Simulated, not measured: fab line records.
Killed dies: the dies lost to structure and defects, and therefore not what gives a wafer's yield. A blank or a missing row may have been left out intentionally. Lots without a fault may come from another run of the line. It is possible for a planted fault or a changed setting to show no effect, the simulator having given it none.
Comparing a struck lot with a sound one || flow n5_finfet || 26 steps out of a route of 1938
Sound: wafers L216.1, L216.2, L216.6. Struck: wafers L220.1, L220.4, L220.5. Last of all comes the cause.
At each step with rows: each side's tool, then ch and its chambers, then its first start. Under that, the readings that differ: sound wafers || struck wafers || difference of the means || sigmas: that difference in standard deviations of wafers without a fault.
alike: same words and numbers on both sides, and readings whose means sit less than 2 such deviations apart. not compared: any withheld reading, any reading some wafer has no value for, any bound like >300 that may hide the same value, and any number with overlapping values for which the record gives no deviation.
A row with sigmas, a row that says differs or no value, or rows on one side alone: a step with any of these is where the two part. Numbers that don't overlap but have no deviation are shown without sigmas and don't part them. A reading missing from all wafers of one side parts the sides only when that side holds two or more wafers.

first, 1 step without rows for these wafers: N5_MOL_CONTACT_COAG_SRD_126 (dry time 32 s).
N5_MOL_CONTACT_COAG_CMP_23: polishes, stops on SiO2, t overpolish 1.5 s, target thk 0 nm.
  sound on cmp-01 ch 2,3, day 6 11:28; struck on cmp-02 ch 0,2,3, day 7 11:38
  alike: motor_current_A, overpolish_run_s, platen_rpm, time_to_endpoint_s
then, 2 steps without rows for these wafers: N5_MOL_CONTACT_COAG_WET_ETCH_26 (target Co, target depth 13 nm); N5_MOL_CONTACT_COAG_WET_ETCH_116 (etches the open film in SC1-inhibited, target depth 4.6 nm, rinse time 30 s).
N5_MOL_CONTACT_COAG_ALD_27: deposits SiOC, target thk 17 nm, pulse time 1.5 s, time 2720 s.
  sound on ald_sin-01 ch 0,1,3, day 6 12:22; struck on ald_sin-04 ch 0,2, day 7 12:25
  alike: chamber_pressure_Torr, heater_power_w, precursor_pulse_height_rel
then, 1 step without rows for these wafers: N5_MOL_CONTACT_COAG_CMP_28 (polishes, stops on SiNx, t overpolish 0.85 s, target thk 14.522 nm).
N5_MOL_CONTACT_COAG_THK_MEAS_29:
  sound on film_metro-02, day 6 14:14; struck on film_metro-02, day 7 14:17
  alike: MD_CAP_THK
N5_MOL_CONTACT_COAG_ALD_123: deposits SiNx, target thk 5 nm, pulse time 1 s, purge time 2 s.
  sound on ald_sin-04 ch 0,1,2, day 6 14:16; struck on ald_sin-01 ch 0,2,3, day 7 14:20
  alike: chamber_pressure_Torr, heater_power_w, precursor_pulse_height_rel
then, 2 steps without rows for these wafers: N5_MOL_CONTACT_COAG_PECVD_31 (deposits SiO2 from TEOS/O2, target thk 46 nm, time 8.9 s); N5_MOL_CONTACT_COAG_COAT_75 (time 60 s, resist thk 60 nm).
N5_MOL_CONTACT_COAG_COAT_76: time 60 s, resist thk 10 nm.
  sound on litho_track-01 ch 0, day 6 14:50; struck on litho_track-01 ch 0, day 7 14:53
{"reading": "spin_speed_rpm (rpm)", "sound": "1501.8 1499.3 1500.4", "struck": "1578.5 1580.1 1577.8", "difference": "+78.3", "sigmas": "+89"}
  alike: chill_plate_temp_C, heater_power_total_W
then, 7 steps without rows for these wafers: N5_MOL_CONTACT_COAG_COAT_77 (time 60 s, resist thk 10 nm); N5_MOL_CONTACT_COAG_COAT_78 (resist thk 40 nm); N5_MOL_CONTACT_COAG_EBR_80; N5_MOL_CONTACT_COAG_SOFTBAKE_79 (time 60 s); N5_MOL_CONTACT_COAG_EXPOSE_81 (exposes mask VG, defocus 0 nm); N5_MOL_CONTACT_COAG_PEB_82 (peb time 60 s); N5_MOL_CONTACT_COAG_DEVELOP_83 (develop time 30 s).
N5_MOL_CONTACT_COAG_CD_MEAS_84 targets a cd of 25.1 nm.
  sound on cd_sem-01 ch 0, day 6 15:06; struck on cd_sem-03 ch 0, day 7 15:17
  alike: cd_nm
N5_MOL_CONTACT_COAG_OVL_MEAS_85:
  sound on overlay-02 ch 0, day 6 15:08; struck on overlay-02 ch 0, day 7 15:19
  alike: VG_OVL
N5_MOL_CONTACT_COAG_INSPECT_57: inspects for defects (brightfield).
  sound on defect_inspect-01, day 6 15:11; struck on defect_inspect-02, day 7 15:23
  alike: raw_defect_count
N5_MOL_CONTACT_COAG_DESCUM_88: chemistry O2, time 7 s.
  sound on rie_diel-06 ch 0,2, day 6 15:14; struck on rie_diel-05 ch 1,2,3, day 7 15:25
  alike: drypump_motor_current_A, oes_product_au, rf_vpp_V, showerhead_plenum_p_Torr, temp_c, throttle_valve_pct
  not compared: rf_hours_counter_h
then, 1 step without rows for these wafers: N5_MOL_CONTACT_COAG_ETCH_89 (etches underlayer in N2/H2, target depth 13 nm, time 10.4 s).
N5_MOL_CONTACT_COAG_ETCH_90: etches SiARC in CF4, target depth 13 nm, time 21.7 s.
  sound on rie_diel-06 ch 0,2, day 6 15:17; struck on rie_diel-05 ch 1,2,3, day 7 15:28
{"reading": "model.etch.depth_nm (nm)", "sound": "10.01 10.01 10.03", "struck": "9.745 9.797 9.77", "difference": -0.246, "sigmas": ""}
  alike: drypump_motor_current_A, etch_rf_on_time_s, oes_product_au, rf_vpp_V, showerhead_plenum_p_Torr, throttle_valve_pct
  not compared: rf_hours_counter_h
N5_MOL_CONTACT_COAG_ALD_131: deposits SiO2, target thk 5 nm, pulse time 1 s, co reactant pulse time 1 s.
  sound on ald_sin-01 ch 2,3, day 6 15:22; struck on ald_sin-01 ch 0,2,3, day 7 15:33
  alike: chamber_pressure_Torr, heater_power_w, precursor_pulse_height_rel
-- record jumps: 8 days separate the struck wafers' starts on either side; left off in module MOL_CONTACT_COAG, taken up again in module PASSIVATION, whose first shown step is the route's number 1936 --
N5_PASSIVATION_PROBE_49:
  only the struck wafers here have rows in the record (prober-02, day 15 04:29); the sound ones have none

== WHERE THEY PART ==
Earliest at N5_MOL_CONTACT_COAG_COAT_76; latest, in this record, at N5_PASSIVATION_PROBE_49.

WHY: the cause the simulator had injected
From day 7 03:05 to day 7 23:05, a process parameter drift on litho_track-01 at N5_MOL_CONTACT_COAG_COAT_76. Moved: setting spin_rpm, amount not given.
